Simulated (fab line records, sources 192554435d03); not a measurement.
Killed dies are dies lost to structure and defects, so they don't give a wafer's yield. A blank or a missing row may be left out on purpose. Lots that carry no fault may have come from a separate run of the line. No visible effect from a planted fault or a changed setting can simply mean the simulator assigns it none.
A lot that was struck, set against a sound lot ; flow n5 finfet ; 15 steps out of a route of 1938
Sound: the wafers L416.2, L416.3, L416.6. Struck: wafer L420.5 (left out: L420.3, L420.4 of the same lot, which were not struck); the cause appears at the end.
For every step that has rows: the tool of each side, followed by ch and its chambers, followed by its first start. Under that, the readings that differ: sound wafers ; struck wafers ; difference of the means ; sigmas: that difference in standard deviations of wafers without a fault.
alike: readings with means less than 2 such deviations apart, plus words and numbers identical on both sides. not compared: withheld readings, readings lacking a value on some wafer, bounds such as >300 that could conceal the same value, and numbers that have no deviation in the record and whose values overlap.
Wherever a step has rows on one side only, a row that says differs or no value, or a row with sigmas, the two part there. Numbers that don't overlap but have no deviation are shown without sigmas and don't part them. Lack of a reading on every wafer of one side parts them only where that side has two or more wafers.

first, 2 steps without rows for these wafers: N5_BEOL_M4_CO_CAP_55 (material Co, precursor CCTBA/H2, target thk 2 nm, time 102.1 s); N5_BEOL_M4_PRE_CLEAN_56 (time 15 s).
N5_BEOL_M4_DEP_57: deposits SiCN from 3MS/NH3, target thk 8 nm, time 14 s.
  sound on pecvd-03 ch 1,2, day 8 23:10; struck on pecvd-04 ch 1, day 11 00:53
reading;sound;struck;difference;sigmas
chamber pressure Torr (Torr);2.997 3.004 3.002;2.979;-0.022;-3
  alike: showerhead plenum p Torr, throttle valve pct
N5_BEOL_M4_RS_MEAS_58: the measuring method here is four-point-probe.
  sound on film metro-02, day 8 23:14; struck on film metro-01, day 11 00:57
  alike: M4_RS
N5_BEOL_M4_INSPECT_59: inspects for defects (darkfield).
  sound on defect inspect-02, day 8 23:15; struck on defect inspect-02, day 11 00:59
  alike: raw defect count
N5_BEOL_M4_RC_MEAS_101:
  sound on prober-02 ch 0, day 8 23:26; struck on prober-01 ch 0, day 11 01:19
reading;sound;struck;difference;sigmas
SS_N (mV/dec);70.8 71.3 70.8;72.3;+1.3;+2
SS_P (mV/dec);72.7 72.7 72.1;73.7;+1.2;+2
  alike: DIBL_N, DIBL_P, IOFF_N, IOFF_P, ION_N, ION_P, VT_N, VT_P
N5_BEOL_M5_ILD_DEP_00: deposits SiCOH lowk from DEMS/porogen, target thk 140.64 nm, time 25.9 s.
  sound on pecvd-01 ch 0,1, day 9 00:14; struck on pecvd-01 ch 2, day 11 01:58
  alike: chamber pressure Torr, heater power w, showerhead plenum p Torr, throttle valve pct
N5_BEOL_M5_CURE_79: cures SiCOH lowk, time 240 s.
  sound on uv cure-01 ch 2, day 9 00:25; struck on uv cure-02 ch 1, day 11 02:11
reading;sound;struck;difference;sigmas
wafer_temp_C_max;388.2 387.5 387.9;386.8;-1.1;-2
  alike: lamp power pct
N5_BEOL_M5_THK_MEAS_01:
  sound on film metro-01, day 9 00:52; struck on film metro-01, day 11 02:32
  alike: M5_ILD_THK
N5_BEOL_M5_PECVD_70: deposits SiO2 from TEOS/O2, target thk 16 nm, time 18 s.
  sound on pecvd-02 ch 0,1,2, day 9 00:53; struck on pecvd-04 ch 0, day 11 02:34
  alike: chamber pressure Torr, heater power w, showerhead plenum p Torr, throttle valve pct
N5_BEOL_M5_HM_DEP_02: deposits TiN, target thk 20 nm.
  sound on pvd sputter-01, day 9 02:13; struck on pvd sputter-02, day 11 04:29
  alike: throttle valve pct
then, 1 step without rows for these wafers: N5_BEOL_M5_COAT_59 (time 60 s, resist thk 60 nm).
N5_BEOL_M5_COAT_60: time 60 s, resist thk 12 nm.
  sound on litho track-02 ch 0, day 9 02:20; struck on litho track-04 ch 0, day 11 04:37
reading;sound;struck;difference;sigmas
run length s (s);66.59 66.45 66.33;73.94;+7.48;+34
  alike: dispense pressure kPa, resist line temp C
then, 1 step without rows for these wafers: N5_BEOL_M5_COAT_71 (time 60 s, resist thk 5 nm).
-- here the record skips 5 days between the struck wafers' starts before and after, leaving off in module BEOL_M5 and picking up in module PASSIVATION (first step shown: number 1936 of the route) --
N5_PASSIVATION_PROBE_49:
  sound on prober-02, day 14 10:43; struck on prober-02, day 15 16:55
reading;sound;struck;difference;sigmas
killed_at_M4_up;15 20 23;8;-11;-2
  alike: defect limited yield, killed_at_M0_to_M3, killed at contacts, killed at front end, killed at other, killed dies, killed on rim, killed open, killed short, sort_bin_5_function, sort_bin_6_memory, sort n pass, sort yield pct

== WHERE THEY PART ==
Earliest at N5_BEOL_M4_DEP_57; latest, in this record, at N5_PASSIVATION_PROBE_49.

WHY: what the simulator had put in
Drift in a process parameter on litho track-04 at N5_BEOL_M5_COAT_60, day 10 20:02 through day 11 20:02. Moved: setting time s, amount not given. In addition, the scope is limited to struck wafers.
